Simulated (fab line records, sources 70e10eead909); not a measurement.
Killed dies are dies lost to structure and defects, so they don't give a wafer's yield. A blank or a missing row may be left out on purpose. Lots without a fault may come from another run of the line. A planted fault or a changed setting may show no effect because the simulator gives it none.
Which tool did it? | flow nand_harc | 13 lots, 39 wafers sampled, at 4 steps of a route of 1302

WHAT THE GAUGES READ, wafer by wafer
The record holds no reading of a measuring or inspecting step that can be judged against a usual standard deviation.

WHICH TOOL RAN EACH LOT (tool, then ch and the chambers of the sampled wafers, then the start)
lot  | NHARC_THIN_TSV_STRIP_62              | NHARC_THIN_TSV_DEGAS_49      | NHARC_THIN_TSV_PRE_CLEAN_50             | NHARC_THIN_TSV_ETCH_59
L458 | plasma_asher-02 ch 0,1, day 24 01:35 | pvd_sputter-02, day 24 01:45 | pvd_sputter-02, day 24 05:08 or earlier | rie_metal-01 ch 0,1, day 24 05:08
L457 | plasma_asher-01 ch 0,1, day 24 02:38 | pvd_sputter-01, day 24 02:48 | pvd_sputter-01, day 24 06:14 or earlier | rie_metal-03 ch 0,1, day 24 06:14
L459 | plasma_asher-02 ch 0,1, day 24 17:03 | pvd_sputter-03, day 24 17:14 | pvd_sputter-03, day 24 20:33 or earlier | rie_metal-03 ch 0,1, day 24 20:33
L460 | plasma_asher-01 ch 0, day 25 06:56   | pvd_sputter-01, day 25 07:06 | pvd_sputter-01, day 25 10:25 or earlier | rie_metal-01 ch 0,1, day 25 10:25
L461 | plasma_asher-01 ch 0,1, day 25 07:59 | pvd_sputter-02, day 25 08:08 | pvd_sputter-02, day 25 11:33 or earlier | rie_metal-02 ch 0,1, day 25 11:33
L462 | plasma_asher-02 ch 0,1, day 26 18:07 | pvd_sputter-01, day 26 18:17 | pvd_sputter-01, day 26 21:37 or earlier | rie_metal-02 ch 0,1, day 26 21:37
L465 | plasma_asher-01 ch 0,1, day 27 01:13 | pvd_sputter-01, day 27 01:24 | pvd_sputter-01, day 27 04:52 or earlier | rie_metal-02 ch 1, day 27 04:52
L467 | plasma_asher-01 ch 0,1, day 27 10:56 | pvd_sputter-01, day 27 11:05 | pvd_sputter-01, day 27 14:32 or earlier | rie_metal-03 ch 0,1, day 27 14:32
L464 | plasma_asher-02 ch 0, day 27 15:26   | pvd_sputter-01, day 27 15:35 | pvd_sputter-01, day 27 19:06 or earlier | rie_metal-02 ch 0,1, day 27 19:06
L468 | plasma_asher-02 ch 0,1, day 27 16:45 | pvd_sputter-01, day 27 16:55 | pvd_sputter-01, day 27 20:11 or earlier | rie_metal-01 ch 0,1, day 27 20:11
L474 | plasma_asher-02 ch 0,1, day 31 17:40 | pvd_sputter-02, day 31 17:49 | pvd_sputter-02, day 31 21:14 or earlier | rie_metal-02 ch 0,1, day 31 21:14
L479 | plasma_asher-01 ch 0,1, day 33 06:22 | pvd_sputter-01, day 33 06:29 | pvd_sputter-01, day 33 09:56 or earlier | rie_metal-01 ch 1, day 33 09:56
L478 | plasma_asher-01 ch 0, day 34 18:48   | pvd_sputter-03, day 34 18:59 | pvd_sputter-03, day 34 22:16 or earlier | rie_metal-03 ch 0,1, day 34 22:16
- NHARC_THIN_TSV_STRIP_62: strips in N2/H2, time 20 s.
- NHARC_THIN_TSV_DEGAS_49: time 120 s.
- NHARC_THIN_TSV_PRE_CLEAN_50: time 30 s.
- NHARC_THIN_TSV_ETCH_59: etches the open film in Cl2/BCl3, target depth 880 nm, time 138.1 s.

WHAT THE TOOLS THEMSELVES READ (means of the sampled wafers that have a number; where no wafer has one, the mark that the record gives instead)
NHARC_THIN_TSV_STRIP_62. Usual: drypump_motor_current_A 5.8 A, standard deviation 0.51; heater_power_w 331 W, standard deviation 39.
lot  | tool            | drypump_motor_current_A (A) | heater_power_w (W) | flag
L458 | plasma_asher-02 | 5.7                         | 351                |
L457 | plasma_asher-01 | 5.7                         | 307                |
L459 | plasma_asher-02 | 5.7                         | 353                |
L460 | plasma_asher-01 | 5.7                         | 325                |
L461 | plasma_asher-01 | 5.7                         | 308                |
L462 | plasma_asher-02 | 5.7                         | 361                |
L465 | plasma_asher-01 | 5.7                         | 294                |
L467 | plasma_asher-01 | 5.7                         | 288                |
L464 | plasma_asher-02 | 5.2                         | 355                |
L468 | plasma_asher-02 | 6.1                         | 370                |
L474 | plasma_asher-02 | 6.2                         | 368                |
L479 | plasma_asher-01 | 5.7                         | 299                |
L478 | plasma_asher-01 | 5.7                         | 340                |

NHARC_THIN_TSV_DEGAS_49. Usual: heater_power_w 460 W, standard deviation 41.
lot  | tool           | heater_power_w (W) | flag
L458 | pvd_sputter-02 | 444                |
L457 | pvd_sputter-01 | 464                |
L459 | pvd_sputter-03 | 476                |
L460 | pvd_sputter-01 | 471                |
L461 | pvd_sputter-02 | 438                |
L462 | pvd_sputter-01 | 460                |
L465 | pvd_sputter-01 | 491                |
L467 | pvd_sputter-01 | 473                |
L464 | pvd_sputter-01 | 436                |
L468 | pvd_sputter-01 | 471                |
L474 | pvd_sputter-02 | 432                |
L479 | pvd_sputter-01 | 459                |
L478 | pvd_sputter-03 | 464                |

NHARC_THIN_TSV_PRE_CLEAN_50. Usual: heater_power_w 407 W, standard deviation 36.
lot  | tool           | heater_power_w (W) | flag
L458 | pvd_sputter-02 | 445                |
L457 | pvd_sputter-01 | 418                |
L459 | pvd_sputter-03 | 420                |
L460 | pvd_sputter-01 | 409                |
L461 | pvd_sputter-02 | 407                |
L462 | pvd_sputter-01 | 406                |
L465 | pvd_sputter-01 | 406                |
L467 | pvd_sputter-01 | 411                |
L464 | pvd_sputter-01 | 419                |
L468 | pvd_sputter-01 | 419                |
L474 | pvd_sputter-02 | 407                |
L479 | pvd_sputter-01 | 400                |
L478 | pvd_sputter-03 | 409                |

NHARC_THIN_TSV_ETCH_59. Usual: chamber_pressure_mTorr 10.000 mTorr, standard deviation 0.0089; drypump_motor_current_A 5.4 A, standard deviation 0.46; oes_product_au 1.002 a.u., standard deviation 0.0083; throttle_valve_pct 22.264 %, standard deviation 0.01.
lot  | tool         | chamber_pressure_mTorr (mTorr) | drypump_motor_current_A (A) | oes_product_au (a.u.) | throttle_valve_pct (%) | flag
L458 | rie_metal-01 | 9.997                          | 4.8                         | 1.004                 | 22.268                 |
L457 | rie_metal-03 | 10.004                         | 5.6                         | 1.007                 | 22.264                 |
L459 | rie_metal-03 | 9.998                          | 5.7                         | 1.010                 | 22.267                 |
L460 | rie_metal-01 | 9.998                          | 4.9                         | 1.008                 | 22.261                 |
L461 | rie_metal-02 | 10.006                         | 5.7                         | 0.997                 | 22.252                 |
L462 | rie_metal-02 | 10.003                         | 5.9                         | 1.002                 | 22.269                 |
L465 | rie_metal-02 | 10.010                         | 5.6                         | 0.987                 | 22.266                 |
L467 | rie_metal-03 | 9.988                          | 5.5                         | 0.997                 | 22.271                 |
L464 | rie_metal-02 | 10.001                         | 5.7                         | 1.000                 | 22.256                 |
L468 | rie_metal-01 | 9.998                          | 4.8                         | 1.000                 | 22.271                 |
L474 | rie_metal-02 | 9.996                          | 5.7                         | 0.986                 | 22.264                 |
L479 | rie_metal-01 | 10.003                         | 4.7                         | 0.990                 | 22.264                 |
L478 | rie_metal-03 | 9.996                          | 5.7                         | 0.994                 | 22.264                 |

THE ANSWER, worked out from the rows above alone
Rule: a lot is off if the mean of its wafers that have a number lies more than 3 standard deviations from the usual mean. A lot without any number at a reading at which 4 lots or more have one is off too. The other lots that the step has rows for count as sound. The gauges are gone through in route order, then the tools' own readings, and for those a lot's mean is taken as printed above. The first step at which some lot is off is used, and at that step the reading that is off furthest; a lot without a number counts as furthest.
No lot is off at any reading shown: from this, nothing can be told.

WHAT THE SIMULATOR HAD PUT IN
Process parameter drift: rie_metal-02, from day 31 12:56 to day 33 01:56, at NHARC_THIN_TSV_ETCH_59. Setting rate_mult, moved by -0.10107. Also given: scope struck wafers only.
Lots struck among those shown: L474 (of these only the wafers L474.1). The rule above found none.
